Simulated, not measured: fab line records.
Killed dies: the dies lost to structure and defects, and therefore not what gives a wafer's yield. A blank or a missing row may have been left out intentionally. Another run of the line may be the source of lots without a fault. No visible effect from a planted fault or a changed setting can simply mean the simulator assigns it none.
Split-lot study ; flow n5-finfet ; 39 wafers read from 7 lots, route of 1938 steps

== THE SPLIT ==
At N5_MOL_CONTACT_COAG_VIA_ETCH_46 (etches SiO2 in C4F6/O2, target depth 46 nm, overetch 9.2 nm, time 40 s), the setting target-depth-a was moved away from the recipe's 460 angstrom on 15 of the 39 wafers read, by -21.5% to +47.0%. All remaining wafers had this setting at the recipe value.

The reading is taken at the split's own step.

== THE READING ==
SOC_of_MOL_CONTACT_COAG_COAT_75.thk-nm (the simulator's own value, which no gauge read), in nm, at N5_MOL_CONTACT_COAG_VIA_ETCH_46 (etches SiO2 in C4F6/O2, target depth 46 nm, overetch 9.2 nm, time 40 s). The file gives no usual value for it. Across the 24 wafers here that went through the recipe, the average is 50.6 nm and the standard deviation 0.33 nm.

wafer;tool, chamber at the split;target-depth-a as run, angstrom;against the recipe;SOC_of_MOL_CONTACT_COAG_COAT_75.thk-nm, nm;against lot-mates on the recipe
L076.1;rie-diel-04, 3;460;recipe;50.6;-
L076.4;rie-diel-04, 3;460;recipe;50.6;-
L076.2;rie-diel-04, 2;587.4;+27.7%;48.8;-1.7
L076.3;rie-diel-04, 0;587.4;+27.7%;49;-1.5
L076.5;rie-diel-04, 2;460;recipe;50.2;-
L076.6;rie-diel-04, 0;587.4;+27.7%;49.2;-1.3
L084.1;rie-diel-06, 1;460;recipe;51.2;-
L084.3;rie-diel-06, 0;460;recipe;51;-
L084.6;rie-diel-06, 2;460;recipe;51.4;-
L088.1;rie-diel-05, 3;553.7;+20.4%;49.4;-0.9
L088.5;rie-diel-05, 3;553.7;+20.4%;49.4;-0.9
L088.2;rie-diel-05, 1;460;recipe;49.8;-
L088.3;rie-diel-05, 0;460;recipe;50.8;-
L088.4;rie-diel-05, 2;460;recipe;50.4;-
L088.6;rie-diel-05, 0;553.7;+20.4%;49.6;-0.7
L089.1;rie-diel-05, 3;460;recipe;50.8;-
L089.2;rie-diel-05, 1;460;recipe;50.4;-
L089.3;rie-diel-05, 2,1;460;recipe;50.6;-
L089.6;rie-diel-05, 2,1;460;recipe;50.6;-
L089.4;rie-diel-05, 0;460;recipe;51;-
L089.5;rie-diel-05, 0;460;recipe;51;-
L090.1;rie-diel-04, 2;360.9;-21.5%;51.6;+1.0
L090.2;rie-diel-04, 1,0;360.9;-21.5%;52;+1.4
L090.5;rie-diel-04, 1,0;360.9;-21.5%;52;+1.4
L090.3;rie-diel-04, 3,0,3;460;recipe;50.6;-
L090.4;rie-diel-04, 3,0,3;460;recipe;50.6;-
L090.6;rie-diel-04, 3,0,3;460;recipe;50.6;-
L095.1;rie-diel-04, 3,0;676.3;+47.0%;48.4;-2.3
L095.4;rie-diel-04, 3,0;676.3;+47.0%;48.4;-2.3
L095.2;rie-diel-04, 2,0;460;recipe;50.8;-
L095.5;rie-diel-04, 2,0;460;recipe;50.8;-
L095.3;rie-diel-04, 1;676.3;+47.0%;48.6;-2.1
L095.6;rie-diel-04, 3;460;recipe;50.6;-
L097.1;rie-diel-06, 3;530.6;+15.3%;49.4;-1.0
L097.2;rie-diel-06, 0;460;recipe;50.4;-
L097.3;rie-diel-06, 1;530.6;+15.3%;49.8;-0.6
L097.6;rie-diel-06, 1;530.6;+15.3%;49.8;-0.6
L097.4;rie-diel-06, 2;460;recipe;50.2;-
L097.5;rie-diel-06, 0;460;recipe;50.6;-
When a row names more than one chamber, that row covers several wafers, and the file does not tell which wafer ran in which chamber.

FIT RESULTS
A straight line over all 39 wafers: SOC_of_MOL_CONTACT_COAG_COAT_75.thk-nm changes by -0.052 nm for each +1% of target-depth-a; r = -0.94; the points scatter about the line by 0.31 nm.
The same after taking each lot's own level away (the mean of its wafers on the recipe; 39 wafers): -0.0504 nm for each +1%; r = -0.97; scatter 0.21 nm.
That fit puts the effect of the largest move of target-depth-a on the reading at 2.4 nm.
The lots' own levels span 50.33 to 51.20 nm, that is 2.6 times the standard deviation above.
Consequently the slope shifts little with the lot-to-lot level, the two slopes agreeing.
Check: with one of the wafers moved furthest among these (+47.0%) left out of the fit, the line predicts -2.34 nm for it against its lot-mates. Against them it came out at -2.33 nm.

== OTHER SPLITS APPLIED TO THESE WAFERS ==
These wafers also went through other splits before the reading. Each is held against what the fit with the lots' levels taken away leaves over:
other split on the same wafers;wafers away from the commonest value;r with SOC_of_MOL_CONTACT_COAG_COAT_75.thk-nm (lot level and that fit taken away)
N5_SPACER0_ALD_07 target-thk-a;15;+0.15
N5_SDB_CUT_ETCH_26 target-depth-a;15;-0.11

== THE FILE'S OWN FIT ==
SOC_of_MOL_CONTACT_COAG_COAT_75.thk-nm changes by -0.0497 nm for each +1% of target-depth-a, r = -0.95.
